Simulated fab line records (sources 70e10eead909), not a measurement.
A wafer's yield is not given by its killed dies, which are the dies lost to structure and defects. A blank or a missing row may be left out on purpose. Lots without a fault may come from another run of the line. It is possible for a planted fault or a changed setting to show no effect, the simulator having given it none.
fab line records -- flow nand_harc -- part 1 of 2: steps 1 to 4 of 6
[record] lots = 20, wafers = 60, last_day = 25
route steps=1159 shown A_CONTACT@936 A_BLC@983
lots that met no fault: from a run of the same line without faults
start_h: start of the lot's first displayed wafer, in hours after the record's first day -- wait_h: time in hours since the lot's previous step -- " identical to the entry in the row above -- L1.1+2: one row covering several wafers at once -- - no value, or no start given -- * or withheld: withheld -- < > ~ a bound
route shown NAME@n: names a module that has steps shown in the file, with the first one's number in the route -- usual: average and standard deviation across the fault-free wafers -- same: alike in all rows -- chamber/n: place in a boat -- sites: per-site readings -- _std_site: how widely they spread, as a standard deviation -- _edge_site: mean of outer sites minus mean of inner sites -- radius_mm: how far each site lies from the wafer's centre -- mask NAME#n: copy n -- behind: the last tool/chamber to shape the wafer -- hold: what put the lot on hold/how long, in hours/how the hold closed -- device: names the non-switching transistor (n, p or np) -- end of line: at the end of the route, the tests of the same wafers -- step lacking rows: just its recipe -- killed: the dies lost at the first sort to structure and to defects; this is not the yield of the wafer -- map: a wafer's dies, marking killed ones x, the rest . and places with no die _
set.NAME: the setting as run; set.NAME@STEP: as run at that earlier step -- model.NAME: the simulator's own value behind a step, which no gauge read
the route's steps for a sample of lots (tables are steps, rows are wafers)
services: the hour from which a tool's chamber was out of use, counted from the record's first day as start_h (under 0 if before that day), plus the number of hours and why
[[steps]]
[step NHARC_A_CONTACT_OVL_MEAS_09]
[usual] overlay_x_nm = 0.1/0.83, overlay_y_nm = -0.2/0.92
lot.wafer,tool,chamber,start_h,wait_h,overlay_x_nm,overlay_y_nm
L076.1,overlay-01,-,388.78,-,1.7,-0.9
L076.2,overlay-01,-,388.78,-,1.7,-1.6
L076.4,overlay-01,-,388.78,-,2.1,-1.3
L075.3,overlay-01,-,390.58,-,0.5,0.7
L075.4,overlay-01,-,390.58,-,0.6,0.9
L075.6,overlay-01,-,390.58,-,0.4,0.7
L077.1,overlay-02,-,395.20,-,-0.7,1.9
L077.2,overlay-02,-,395.20,-,-0.8,0.6
L077.3,overlay-02,-,395.20,-,-0.6,0.7
L078.2,overlay-01,-,399.18,-,1.1,0.8
L078.4,overlay-01,-,399.18,-,0.6,0.3
L078.6,overlay-01,-,399.18,-,1.0,0.5
L079.1,overlay-02,-,401.98,-,1.4,-1.1
L079.2,overlay-02,-,401.98,-,1.3,-1.1
L079.4,overlay-02,-,401.98,-,1.2,-0.7
L081.3,overlay-02,-,435.53,-,-0.3,-0.4
L081.4,overlay-02,-,435.53,-,-0.1,-0.5
L081.6,overlay-02,-,435.53,-,-0.2,0.2
L082.1,overlay-01,-,441.03,-,0.2,0.6
L082.2,overlay-01,-,441.03,-,0.8,0.5
L082.3,overlay-01,-,441.03,-,0.4,0.2
L080.1,overlay-02,-,446.20,-,0.9,-1.0
L080.2,overlay-02,-,446.20,-,1.3,-1.2
L080.4,overlay-02,-,446.20,-,0.9,-0.8
L083.4,overlay-01,-,449.06,-,0.1,0.0
L083.5,overlay-01,-,449.06,-,-0.2,-0.6
L083.6,overlay-01,-,449.06,-,-0.1,-0.6
L084.2,overlay-02,-,451.02,-,1.1,0.1
L084.3,overlay-02,-,451.02,-,0.4,0.0
L084.5,overlay-02,-,451.02,-,0.7,0.3
L088.1,overlay-01,-,451.78,-,0.2,0.5
L088.5,overlay-01,-,451.78,-,0.3,0.5
L088.6,overlay-01,-,451.78,-,0.8,0.2
L085.4,overlay-01,-,452.41,-,0.8,-0.9
L085.5,overlay-01,-,452.41,-,0.8,-1.5
L085.6,overlay-01,-,452.41,-,0.7,-1.0
L086.2,overlay-01,-,457.56,-,-1.1,-2.7
L086.3,overlay-01,-,457.56,-,-0.1,-1.9
L086.5,overlay-01,-,457.56,-,-0.8,-2.3
L090.3,overlay-01,-,470.29,-,-1.6,-0.6
L090.4,overlay-01,-,470.29,-,-0.9,-1.1
L090.5,overlay-01,-,470.29,-,-0.6,-1.2
L089.2,overlay-01,-,473.55,-,0.1,-0.3
L089.3,overlay-01,-,473.55,-,0.6,0.0
L089.5,overlay-01,-,473.55,-,0.1,0.2
L087.3,overlay-02,-,475.90,-,0.1,-0.1
L087.4,overlay-02,-,475.90,-,-0.1,0.3
L087.5,overlay-02,-,475.90,-,-0.5,-0.2
L092.1,overlay-01,-,479.70,-,-1.0,0.4
L092.5,overlay-01,-,479.70,-,-1.4,0.7
L092.6,overlay-01,-,479.70,-,-1.1,1.0
L091.1,overlay-01,-,485.16,-,-1.1,1.0
L091.2,overlay-01,-,485.16,-,-0.9,0.7
L091.5,overlay-01,-,485.16,-,-1.0,0.3
L095.1,overlay-01,-,507.94,-,0.3,0.4
L095.2,overlay-01,-,507.94,-,-0.2,-0.3
L095.5,overlay-01,-,507.94,-,0.5,0.4
L096.1,overlay-01,-,515.96,-,-0.2,-0.4
L096.2,overlay-01,-,515.96,-,0.1,-0.4
L096.3,overlay-01,-,515.96,-,0.0,-0.7
[step NHARC_A_CONTACT_ETCH_89]
[recipe] target_depth_a = 2600, over_etch_frac = 0.3, time_s = 475.3, ion_energy_ev = 200, n2_flow_sccm = 150, h2_flow_sccm = 150, ar_flow_sccm = 0, rf_w = 400, bias_w = 150, chemistry = N2/H2
[usual] drypump_motor_current_A = 5.7/0.5, mfc_ar_sccm = 0.008/0.0092, oes_product_au = 0.999/0.013, rf_vpp_V = 430.8/2.3, showerhead_plenum_p_Torr = 2.05/0.078, throttle_valve_pct = 14.168/0.0095
lot.wafer,tool,chamber,start_h,wait_h,drypump_motor_current_A,mfc_ar_sccm,oes_product_au,rf_hours_counter_h,rf_vpp_V,showerhead_plenum_p_Torr,throttle_valve_pct
L076.2,rie_diel-09,1,-,-,5.8,0.004,0.997,51,432.7,2.09,14.174
L076.1,rie_diel-09,2,-,-,5.7,0.017,0.978,42,431.7,2.07,14.183
L076.4,rie_diel-09,1,-,-,5.8,0.004,0.989,-,432.9,2.09,14.166
L075.4,rie_diel-06,1,-,-,6.0,0.013,0.998,30,433.0,2.08,14.180
L075.3,rie_diel-06,0,-,-,4.9,0,1.024,31,427.3,1.94,14.175
L075.6,rie_diel-06,2,-,-,5.7,0,1.003,-,433.8,2.15,14.165
L077.1,rie_diel-06,1,-,-,6.0,0.013,1.012,31,431.3,2.08,14.177
L077.3,rie_diel-06,2,-,-,5.7,0,1.007,34,433.6,2.15,14.177
L077.2,rie_diel-06,3,-,-,6.3,0.026,1.020,32,427.9,1.96,14.167
L078.4,rie_diel-13,3,-,-,5.0,0.011,1.006,47,431.1,2.12,14.167
L078.2,rie_diel-13,0,-,-,6.1,0,0.983,44,427.4,1.88,14.175
L078.6,rie_diel-13,2,-,-,6.0,0,0.980,-,432.2,2.09,14.160
L079.4,rie_diel-06,1,-,-,6.0,0.013,1.019,32,431.7,2.08,14.163
L079.1,rie_diel-06,2,-,-,5.8,0,1.009,35,434.1,2.15,14.162
L079.2,rie_diel-06,0,-,-,4.9,0,1.016,32,428.2,1.94,14.168
L081.3,rie_diel-06,1,-,-,6.0,0.013,1.009,2,430.8,2.07,14.157
L081.4,rie_diel-06,3,-,-,6.3,0.026,1.019,-,427.7,1.95,14.174
L081.6,rie_diel-06,1,-,-,6.0,0.013,1.004,-,431.6,2.07,14.160
L082.2,rie_diel-13,3,-,-,5.0,0.011,1.001,62,433.6,2.11,14.168
L082.1,rie_diel-13,0,-,-,6.0,0,0.991,60,426.8,1.87,14.186
L082.3,rie_diel-13,2,-,-,6.0,0,0.988,61,432.0,2.09,14.148
L080.2,rie_diel-06,1,-,-,6.1,0.013,1.015,5,432.2,2.07,14.171
L080.4,rie_diel-06,2,-,-,5.8,0,1.006,6,434.4,2.15,14.175
L080.1,rie_diel-06,0,-,-,4.9,0,1.008,1,427.3,1.94,14.154
L083.4,rie_diel-06,3,-,-,6.4,0.026,1.010,6,427.6,1.95,14.158
L083.6,rie_diel-06,2,-,-,5.7,0,1.001,-,435.3,2.15,14.189
L083.5,rie_diel-06,3,-,-,6.3,0.026,1.012,-,428.0,1.95,14.163
L084.2,rie_diel-06,3,-,-,6.3,0.026,1.022,7,428.9,1.95,14.175
L084.3,rie_diel-06,0,-,-,4.9,0,1.010,1,426.5,1.94,14.163
L084.5,rie_diel-06,3,-,-,6.4,0.026,1.025,-,428.0,1.95,14.154
L088.1,rie_diel-09,3,-,-,4.8,0,0.990,8,429.6,2.05,14.170
L088.5,rie_diel-09,1,-,-,5.8,0.004,0.996,-,431.0,2.08,14.190
L088.6,rie_diel-09,2,-,-,5.7,0.017,0.990,-,430.6,2.06,14.175
L085.4,rie_diel-06,3,-,-,6.3,0.026,1.025,7,427.9,1.95,14.180
L085.5,rie_diel-06,1,-,-,6.0,0.013,0.999,-,431.4,2.07,14.184
L085.6,rie_diel-06,2,-,-,5.7,0,0.997,-,432.3,2.15,14.172
L086.2,rie_diel-09,0,-,-,5.7,0.013,0.998,8,432.5,2.12,14.163
L086.3,rie_diel-09,1,-,-,5.7,0.004,0.998,8,431.1,2.08,14.168
L086.5,rie_diel-09,2,-,-,5.8,0.017,0.980,-,431.0,2.06,14.155
L090.4,rie_diel-09,0,-,-,5.7,0.013,0.995,13,433.8,2.12,14.176
L090.3,rie_diel-09,1,-,-,5.8,0.004,0.990,13,432.3,2.08,14.184
L090.5,rie_diel-09,3,-,-,4.8,0,1.000,-,429.8,2.04,14.165
L089.3,rie_diel-09,1,-,-,5.7,0.004,0.998,14,431.2,2.08,14.170
L089.2,rie_diel-09,2,-,-,5.8,0.017,0.981,14,430.7,2.06,14.173
L089.5,rie_diel-09,1,-,-,5.8,0.004,0.991,-,431.7,2.08,14.161
L087.4,rie_diel-09,2,-,-,5.7,0.017,0.990,15,431.1,2.06,14.183
L087.3,rie_diel-09,3,-,-,4.8,0,1.001,16,430.4,2.04,14.186
L087.5,rie_diel-09,1,-,-,5.8,0.004,1.003,-,430.3,2.08,14.173
L092.1,rie_diel-06,0,-,-,4.9,0,1.000,8,428.3,1.93,14.166
L092.5,rie_diel-06,3,-,-,6.4,0.026,1.020,-,427.8,1.95,14.166
L092.6,rie_diel-06,0,-,-,4.9,0,0.996,-,427.4,1.93,14.183
L091.2,rie_diel-13,1,-,-,6.4,0,0.978,10,430.3,2.03,14.166
L091.1,rie_diel-13,0,-,-,6.1,0,0.985,10,435.4,2.22,14.176
L091.5,rie_diel-13,1,-,-,6.4,0,0.982,-,430.4,2.03,14.170
L095.2,rie_diel-06,3,-,-,6.3,0.026,1.024,18,427.5,1.95,14.166
L095.1,rie_diel-06,2,-,-,5.8,0,1.000,18,432.2,2.15,14.166
L095.5,rie_diel-06,0,-,-,4.9,0,0.998,-,428.0,1.93,14.180
L096.2,rie_diel-09,0,-,-,5.7,0.013,0.989,29,431.9,2.12,14.168
L096.3,rie_diel-09,1,-,-,5.8,0.004,0.996,28,430.8,2.08,14.163
L096.1,rie_diel-09,2,-,-,5.7,0.017,0.987,29,429.6,2.05,14.167
[step NHARC_A_CONTACT_ETCH_31]
[recipe] target_depth_a = 20000, over_etch_frac = 0.3, time_s = 520, ion_energy_ev = 150, o2_flow_sccm = 400, cos_flow_sccm = 20, ar_flow_sccm = 0, rf_w = 500, bias_w = 300, chemistry = O2/COS
[usual] drypump_motor_current_A = 5.7/0.5, mfc_ar_sccm = 0.008/0.009, o2_flow_sccm = 399.9/1.2, oes_product_au = 0.998/0.013, rf_vpp_V = 314.4/1.6, showerhead_plenum_p_Torr = 3.14/0.11, throttle_valve_pct = 28.331/0.0091
lot.wafer,tool,chamber,start_h,wait_h,drypump_motor_current_A,mfc_ar_sccm,o2_flow_sccm,oes_product_au,rf_hours_counter_h,rf_vpp_V,showerhead_plenum_p_Torr,throttle_valve_pct
L076.1,rie_diel-09,3,-,-,4.7,0,400.7,0.997,44,314.5,3.14,28.339
L076.2,rie_diel-09,2,-,-,5.7,0.017,400.7,1.000,42,315.7,3.16,28.342
L076.4,rie_diel-09,2,-,-,5.7,0.017,398.0,0.993,-,315.1,3.16,28.336
L075.3,rie_diel-06,0,-,-,4.9,0,400.1,1.007,31,312.0,2.98,28.331
L075.4,rie_diel-06,2,-,-,5.7,0,399.9,1.001,34,315.9,3.28,28.350
L075.6,rie_diel-06,1,-,-,6.0,0.013,401.5,1.004,-,315.7,3.17,28.318
L077.2,rie_diel-06,1,-,-,6.0,0.013,400.3,1.008,32,313.6,3.17,28.321
L077.3,rie_diel-06,3,-,-,6.4,0.026,401.5,1.004,32,312.7,3.00,28.343
L077.1,rie_diel-06,0,-,-,5.0,0,399.8,1.006,32,312.4,2.98,28.329
L078.2,rie_diel-13,1,-,-,6.4,0,400.8,0.998,44,314.4,3.12,28.329
L078.4,rie_diel-13,2,-,-,6.0,0,400.1,0.983,47,314.7,3.20,28.339
L078.6,rie_diel-13,1,-,-,6.4,0,400.7,1.002,-,314.5,3.12,28.321
L079.4,rie_diel-06,1,-,-,6.0,0.013,399.9,1.018,33,314.7,3.17,28.316
L079.1,rie_diel-06,3,-,-,6.3,0.026,399.9,1.023,33,311.8,3.00,28.338
L079.2,rie_diel-06,0,-,-,5.0,0,400.2,1.017,32,313.2,2.98,28.335
L081.3,rie_diel-06,2,-,-,5.7,0,397.8,1.005,2,316.0,3.28,28.327
L081.6,rie_diel-06,3,-,-,6.3,0.026,400.9,1.036,-,312.2,3.00,28.346
L081.4,rie_diel-06,2,-,-,5.8,0,398.9,1.004,-,316.2,3.28,28.340
L082.1,rie_diel-13,2,-,-,6.0,0,401.2,0.987,61,314.0,3.19,28.339
L082.3,rie_diel-13,3,-,-,5.0,0.011,398.4,1.006,62,315.8,3.22,28.321
L082.2,rie_diel-13,1,-,-,6.4,0,398.7,1.000,59,314.1,3.12,28.336
L080.4,rie_diel-06,2,-,-,5.8,0,400.7,1.001,6,316.5,3.28,28.330
L080.1,rie_diel-06,3,-,-,6.4,0.026,399.8,1.027,6,312.2,3.00,28.325
L080.2,rie_diel-06,0,-,-,4.9,0,399.6,1.001,1,310.7,2.98,28.327
L083.4,rie_diel-06,2,-,-,5.8,0,401.5,0.999,7,315.4,3.28,28.323
L083.6,rie_diel-06,2,-,-,5.7,0,400.1,1.003,-,315.6,3.28,28.339
L083.5,rie_diel-06,3,-,-,6.4,0.026,400.2,1.013,-,311.9,3.00,28.315
L084.3,rie_diel-06,3,-,-,6.3,0.026,400.2,1.019,7,312.9,3.00,28.318
L084.2,rie_diel-06,0,-,-,4.9,0,399.3,0.994,1,312.3,2.98,28.325
L084.5,rie_diel-06,1,-,-,6.0,0.013,401.0,1.012,-,313.1,3.17,28.329
L088.1,rie_diel-09,3,-,-,4.8,0,401.0,0.987,8,314.9,3.13,28.343
L088.6,rie_diel-09,2,-,-,5.7,0.017,401.5,0.985,-,315.3,3.15,28.342
L088.5,rie_diel-09,3,-,-,4.8,0,399.8,0.987,-,315.4,3.13,28.326
L085.4,rie_diel-06,0,-,-,4.9,0,400.9,1.001,2,310.9,2.98,28.334
L085.5,rie_diel-06,0,-,-,4.9,0,398.6,1.005,-,312.1,2.98,28.344
L085.6,rie_diel-06,1,-,-,6.0,0.013,399.7,1.016,-,314.5,3.17,28.338
L086.2,rie_diel-09,1,-,-,5.8,0.004,400.4,0.993,8,315.7,3.18,28.318
L086.3,rie_diel-09,2,-,-,5.8,0.017,400.0,0.973,9,315.4,3.15,28.336
L086.5,rie_diel-09,1,-,-,5.7,0.004,399.6,0.995,-,314.6,3.18,28.336
L090.3,rie_diel-09,0,-,-,5.7,0.013,398.6,0.996,13,317.3,3.24,28.347
L090.4,rie_diel-09,3,-,-,4.8,0,399.7,0.988,14,314.9,3.13,28.331
L090.5,rie_diel-09,1,-,-,5.8,0.004,398.9,0.996,-,316.6,3.18,28.329
L089.2,rie_diel-09,0,-,-,5.7,0.013,396.9,0.986,15,315.1,3.24,28.330
L089.3,rie_diel-09,2,-,-,5.7,0.017,402.1,0.980,14,314.6,3.15,28.340
L089.5,rie_diel-09,1,-,-,5.8,0.004,399.6,0.996,-,314.1,3.18,28.326
L087.3,rie_diel-09,1,-,-,5.7,0.004,402.1,0.995,16,314.2,3.18,28.333
L087.4,rie_diel-09,0,-,-,5.7,0.013,398.9,0.993,16,315.4,3.24,28.330
L087.5,rie_diel-09,1,-,-,5.8,0.004,400.9,0.983,-,315.1,3.18,28.342
L092.1,rie_diel-06,2,-,-,5.7,0,400.3,0.998,13,316.6,3.27,28.330
L092.6,rie_diel-06,3,-,-,6.3,0.026,400.9,1.019,-,311.5,3.00,28.335
L092.5,rie_diel-06,0,-,-,4.9,0,400.8,0.985,-,311.1,2.97,28.329
L091.2,rie_diel-13,1,-,-,6.4,0,401.4,0.984,10,313.8,3.11,28.326
L091.1,rie_diel-13,3,-,-,5.0,0.011,398.0,0.995,8,315.2,3.21,28.332
L091.5,rie_diel-13,2,-,-,6.0,0,399.2,0.992,-,314.8,3.18,28.325
L095.2,rie_diel-06,3,-,-,6.3,0.026,400.2,1.020,18,312.9,2.99,28.333
L095.1,rie_diel-06,0,-,-,4.9,0,397.4,0.996,13,312.8,2.97,28.344
L095.5,rie_diel-06,3,-,-,6.3,0.026,401.2,1.016,-,313.0,2.99,28.327
L096.1,rie_diel-09,1,-,-,5.7,0.004,398.8,0.984,29,314.8,3.17,28.330
L096.3,rie_diel-09,2,-,-,5.8,0.017,398.6,0.970,29,313.7,3.14,28.332
L096.2,rie_diel-09,3,-,-,4.8,0,402.3,0.983,30,315.3,3.12,28.330
[step NHARC_A_CONTACT_STRIP_26]
[recipe] o2_flow_sccm = 500, ar_flow_sccm = 0, bias_w = 0, chemistry = O2
[usual] drypump_motor_current_A = 5.7/0.51, mfc_ar_sccm = 0.008/0.0091, o2_flow_sccm = 500.0/1.5, oes_product_au = 0.996/0.012, rf_vpp_V = 58.0/0.89, showerhead_plenum_p_Torr = 3.55/0.12, throttle_valve_pct = 17.037/0.0089
lot.wafer,tool,chamber,start_h,wait_h,drypump_motor_current_A,mfc_ar_sccm,o2_flow_sccm,oes_product_au,rf_hours_counter_h,rf_vpp_V,showerhead_plenum_p_Torr,throttle_valve_pct
L076.2,rie_diel-06,0,-,-,4.9,0,501.2,1.013,31,58.4,3.37,17.036
L076.4,rie_diel-06,1,-,-,6.0,0.013,498.0,1.004,31,58.7,3.59,17.052
L076.1,rie_diel-06,2,-,-,5.8,0,500.6,1.003,34,59.5,3.71,17.038
L075.3,rie_diel-06,0,-,-,4.9,0,500.1,1.012,31,58.0,3.37,17.042
L075.4,rie_diel-06,1,-,-,6.0,0.013,500.1,1.005,31,58.5,3.58,17.039
L075.6,rie_diel-06,2,-,-,5.8,0,500.6,1.009,-,59.6,3.71,17.029
L077.2,rie_diel-06,2,-,-,5.8,0,500.8,1.012,35,58.4,3.71,17.017
L077.3,rie_diel-06,0,-,-,4.9,0,500.6,1.014,32,57.1,3.37,17.037
L077.1,rie_diel-06,1,-,-,6.0,0.013,499.2,1.011,32,58.0,3.58,17.045
L078.2,rie_diel-06,3,-,-,6.3,0.026,498.9,1.008,33,57.3,3.39,17.053
L078.4,rie_diel-06,2,-,-,5.8,0,500.3,1.007,35,58.4,3.71,17.030
L078.6,rie_diel-06,0,-,-,4.9,0,499.6,1.021,-,57.2,3.37,17.044
L079.2,rie_diel-09,3,-,-,4.8,0,498.8,0.988,51,59.2,3.55,17.039
L079.1,rie_diel-09,0,-,-,5.7,0.013,500.1,0.994,39,58.0,3.67,17.040
L079.4,rie_diel-09,1,-,-,5.8,0.004,499.8,0.991,58,59.7,3.60,17.036
L081.4,rie_diel-13,0,-,-,6.1,0,501.0,0.982,58,59.3,3.27,17.027
L081.3,rie_diel-13,1,-,-,6.4,0,501.5,0.981,58,58.3,3.52,17.040
L081.6,rie_diel-13,0,-,-,6.1,0,501.9,0.985,-,55.7,3.27,17.029
L082.2,rie_diel-06,2,-,-,5.8,0,496.8,1.002,5,59.0,3.70,17.046
L082.3,rie_diel-06,3,-,-,6.4,0.026,502.1,1.017,5,57.8,3.39,17.063
L082.1,rie_diel-06,1,-,-,6.0,0.013,501.8,0.999,5,59.1,3.58,17.034
L080.2,rie_diel-09,3,-,-,4.8,0,499.5,0.992,6,56.3,3.54,17.027
L080.1,rie_diel-09,0,-,-,5.7,0.013,499.5,0.987,4,58.0,3.66,17.051
L080.4,rie_diel-09,1,-,-,5.7,0.004,498.2,0.981,4,57.2,3.60,17.042
L083.4,rie_diel-13,2,-,-,6.0,0,498.6,0.981,68,57.6,3.60,17.034
L083.5,rie_diel-13,3,-,-,5.0,0.011,502.4,1.015,-,58.2,3.64,17.038
L083.6,rie_diel-13,0,-,-,6.1,0,500.5,0.981,-,59.0,3.27,17.030
L084.3,rie_diel-06,0,-,-,4.9,0,500.5,0.997,2,58.2,3.37,17.049
L084.2,rie_diel-06,2,-,-,5.8,0,500.9,1.001,8,58.7,3.70,17.038
L084.5,rie_diel-06,0,-,-,4.9,0,502.0,0.994,-,58.0,3.37,17.034
L088.1,rie_diel-09,1,-,-,5.8,0.004,499.0,0.979,7,57.7,3.60,17.035
L088.6,rie_diel-09,1,-,-,5.8,0.004,501.1,0.972,-,58.6,3.60,17.035
L088.5,rie_diel-09,2,-,-,5.7,0.017,500.8,0.965,-,57.7,3.56,17.041
L085.4,rie_diel-09,2,-,-,5.7,0.017,501.7,0.980,8,58.3,3.56,17.030
L085.5,rie_diel-09,3,-,-,4.8,0,501.7,0.995,-,58.5,3.54,17.018
L085.6,rie_diel-09,0,-,-,5.7,0.013,498.7,0.997,-,57.7,3.66,17.034
L086.2,rie_diel-06,2,-,-,5.8,0,501.1,0.998,9,58.4,3.70,17.024
L086.3,rie_diel-06,3,-,-,6.3,0.026,501.1,1.013,9,57.2,3.39,17.041
L086.5,rie_diel-06,3,-,-,6.3,0.026,501.3,1.029,-,57.3,3.39,17.036
L090.4,rie_diel-09,2,-,-,5.7,0.017,498.0,0.975,14,57.5,3.56,17.021
L090.3,rie_diel-09,3,-,-,4.8,0,499.9,0.995,15,58.6,3.53,17.038
L090.5,rie_diel-09,1,-,-,5.8,0.004,498.6,0.995,-,57.9,3.59,17.034
L089.3,rie_diel-13,0,-,-,6.1,0,499.1,0.979,7,58.8,3.80,17.050
L089.2,rie_diel-13,2,-,-,6.0,0,499.7,0.987,5,56.7,3.60,17.045
L089.5,rie_diel-13,1,-,-,6.4,0,501.4,0.991,-,57.5,3.51,17.046
L087.4,rie_diel-09,2,-,-,5.7,0.017,501.6,0.980,17,59.4,3.56,17.037
L087.3,rie_diel-09,0,-,-,5.7,0.013,500.4,0.990,17,58.3,3.66,17.042
L087.5,rie_diel-09,2,-,-,5.7,0.017,501.3,0.983,-,58.9,3.56,17.028
L092.1,rie_diel-06,0,-,-,4.9,0,500.8,0.997,9,57.6,3.36,17.042
L092.6,rie_diel-06,1,-,-,6.0,0.013,496.6,0.992,-,58.8,3.58,17.040
L092.5,rie_diel-06,2,-,-,5.8,0,496.9,0.988,-,57.7,3.70,17.033
L091.2,rie_diel-06,3,-,-,6.3,0.026,499.4,1.019,14,58.9,3.39,17.034
L091.1,rie_diel-06,0,-,-,4.9,0,499.4,0.996,10,58.6,3.36,17.044
L091.5,rie_diel-06,2,-,-,5.8,0,502.0,1.007,-,57.9,3.70,17.032
L095.2,rie_diel-09,3,-,-,4.8,0,498.2,0.988,29,57.5,3.53,17.045
L095.1,rie_diel-09,2,-,-,5.8,0.017,501.7,0.988,28,57.5,3.55,17.030
L095.5,rie_diel-09,3,-,-,4.8,0,497.5,0.987,-,58.0,3.53,17.034
L096.1,rie_diel-13,1,-,-,6.4,0,497.8,0.971,24,58.3,3.51,17.037
L096.2,rie_diel-13,3,-,-,5.0,0.011,502.9,0.989,18,58.1,3.63,17.049
L096.3,rie_diel-13,0,-,-,6.2,0,498.4,0.997,22,57.7,3.80,17.035
